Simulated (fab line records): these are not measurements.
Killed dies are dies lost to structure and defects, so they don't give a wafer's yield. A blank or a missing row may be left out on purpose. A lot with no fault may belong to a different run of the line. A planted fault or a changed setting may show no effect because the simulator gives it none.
Which of the tools did it? / flow n5 finfet / at 1 step of a route of 1938, 11 lots with 32 wafers sampled

WHAT THE GAUGES READ, wafer by wafer
N5_DUMMY_GATE_CD_MEAS_15: the cd target is 25.8 nm.
lot=L642; measured=day 3 00:08; on=cd sem-03; cd nm (nm)=24.86 24.95 24.72
lot=L643; measured=day 3 11:04; on=cd sem-01; cd nm (nm)=25.16 25.22 25.07
lot=L646; measured=day 3 22:33; on=cd sem-02; cd nm (nm)=24.70 24.91 25.07
lot=L645; measured=day 3 23:20; on=cd sem-02; cd nm (nm)=25.21 25.07 24.89
lot=L655; measured=day 6 09:54; on=cd sem-03; cd nm (nm)=25.11 24.88 24.58
lot=L656; measured=day 6 12:40; on=cd sem-01; cd nm (nm)=24.94 24.74 24.81
lot=L658; measured=day 6 22:15; on=cd sem-01; cd nm (nm)=24.85 25.02 24.83
lot=L659; measured=day 7 09:16; on=cd sem-03; cd nm (nm)=24.56 24.92
lot=L661; measured=day 7 17:04; on=cd sem-02; cd nm (nm)=25.52 24.37 24.93
lot=L662; measured=day 8 00:25; on=cd sem-01; cd nm (nm)=25.14 25.26 25.10
lot=L663; measured=day 8 05:16; on=cd sem-03; cd nm (nm)=24.79 25.10 25.30

WHICH TOOL RAN EACH LOT (tool, then ch and the chambers of the sampled wafers, then the start)
The record shows no process step preceding these readings.

WHAT THE TOOLS THEMSELVES READ (means of the sampled wafers that have a number; where no wafer has one, the mark that the record gives instead)
The record holds no such reading with a usual standard deviation.

THE ANSWER, worked out from the rows above alone
Rule: the usual values come from the lots themselves. Put in order of their means at a reading, lots are off if they are a third of the lots or fewer, leave a main group of 4 or more, and stand apart from it by a gap of 3 or more times the standard deviation of the main group's means; of several such gaps the widest counts. A main group whose means are all the same, to the digits that the tables above print for the reading, isn't used. A lot without any number at a reading at which 4 lots or more have one is off too. Where the step has rows for the other lots, those lots are counted as sound. Order of review: gauges by route order, followed by the tools' own readings, for which a lot's mean as printed above is used. At the first step where some lot is off, the reading lying furthest off is the one used; lots without a number count as furthest.
No lot is off at any reading shown: from this, nothing can be told.

WHAT THE SIMULATOR HAD INSERTED
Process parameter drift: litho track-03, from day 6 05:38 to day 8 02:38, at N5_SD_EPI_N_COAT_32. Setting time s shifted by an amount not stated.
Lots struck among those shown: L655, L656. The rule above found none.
